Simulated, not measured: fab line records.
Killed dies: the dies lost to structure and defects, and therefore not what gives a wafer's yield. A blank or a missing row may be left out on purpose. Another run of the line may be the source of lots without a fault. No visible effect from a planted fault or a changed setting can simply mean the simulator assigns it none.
Matching of chambers || flow n5_finfet || N5_FIN_SAQP_HM_DEP_72 on pecvd-04: 3 sister chambers
The step deposits SiO2 from SiH4/N2O, target thk 12 nm, time 7.2 s. 6 wafers are shown with their chamber, then 11 later ones without.

== EACH WAFER AND ITS CHAMBER ==
{"wafer": "L081.2", "chamber": 0, "showerhead_plenum_p_Torr (Torr)": 8.02, "heater_power_w (W)": 1001}
{"wafer": "L084.3", "chamber": 2, "showerhead_plenum_p_Torr (Torr)": 8.21, "heater_power_w (W)": 990}
{"wafer": "L084.5", "chamber": 2, "showerhead_plenum_p_Torr (Torr)": 8.20, "heater_power_w (W)": 998}
{"wafer": "L091.4", "chamber": 1, "showerhead_plenum_p_Torr (Torr)": 7.88, "heater_power_w (W)": 864}
{"wafer": "L091.6", "chamber": 0, "showerhead_plenum_p_Torr (Torr)": 8.04, "heater_power_w (W)": 917}
{"wafer": "L092.3", "chamber": 1, "showerhead_plenum_p_Torr (Torr)": 7.88, "heater_power_w (W)": 809}

== WAFERS MISSING THEIR CHAMBER ==
{"wafer": "L092.5", "showerhead_plenum_p_Torr (Torr)": 8.21, "heater_power_w (W)": 978}
{"wafer": "L092.6", "showerhead_plenum_p_Torr (Torr)": 7.90, "heater_power_w (W)": 801}
{"wafer": "L094.1", "showerhead_plenum_p_Torr (Torr)": 7.90, "heater_power_w (W)": 763}
{"wafer": "L094.3", "showerhead_plenum_p_Torr (Torr)": 8.02, "heater_power_w (W)": 1049}
{"wafer": "L094.4", "showerhead_plenum_p_Torr (Torr)": 8.20, "heater_power_w (W)": 948}
{"wafer": "L095.1", "showerhead_plenum_p_Torr (Torr)": 7.88, "heater_power_w (W)": 832}
{"wafer": "L095.3", "showerhead_plenum_p_Torr (Torr)": 8.03, "heater_power_w (W)": 936}
{"wafer": "L095.6", "showerhead_plenum_p_Torr (Torr)": 7.90, "heater_power_w (W)": 857}
{"wafer": "L096.1", "showerhead_plenum_p_Torr (Torr)": 8.02, "heater_power_w (W)": 1045}
{"wafer": "L096.5", "showerhead_plenum_p_Torr (Torr)": 8.02, "heater_power_w (W)": 1040}
{"wafer": "L096.6", "showerhead_plenum_p_Torr (Torr)": 7.89, "heater_power_w (W)": 846}

== THE CHAMBER EACH PASSED THROUGH ==
{"wafer": "L092.5", "from the rows above": 2, "in truth": 2}
{"wafer": "L092.6", "from the rows above": 1, "in truth": 1}
{"wafer": "L094.1", "from the rows above": 1, "in truth": 1}
{"wafer": "L094.3", "from the rows above": 0, "in truth": 0}
{"wafer": "L094.4", "from the rows above": 2, "in truth": 2}
{"wafer": "L095.1", "from the rows above": 1, "in truth": 1}
{"wafer": "L095.3", "from the rows above": 0, "in truth": 0}
{"wafer": "L095.6", "from the rows above": 1, "in truth": 1}
{"wafer": "L096.1", "from the rows above": 0, "in truth": 0}
{"wafer": "L096.5", "from the rows above": 0, "in truth": 0}
{"wafer": "L096.6", "from the rows above": 1, "in truth": 1}
Correctly placed: 11 of 11. Not placeable from these rows: 0. Wrongly placed: 0.
How it was worked out, from the rows above alone: a wafer's distance from a chamber is the root of the sum, over the readings, of the square of ((its reading less the chamber's mean) divided by the reading's scatter). The wafer belongs to the nearest chamber; if the next one is less than 2 further off, it can't be placed. Each chamber's mean is taken over the wafers shown for it. How the scatter is found: for the shown wafers, subtract from each reading the mean of its chamber, square and add these, divide the total by (wafers less chambers), then take the root.
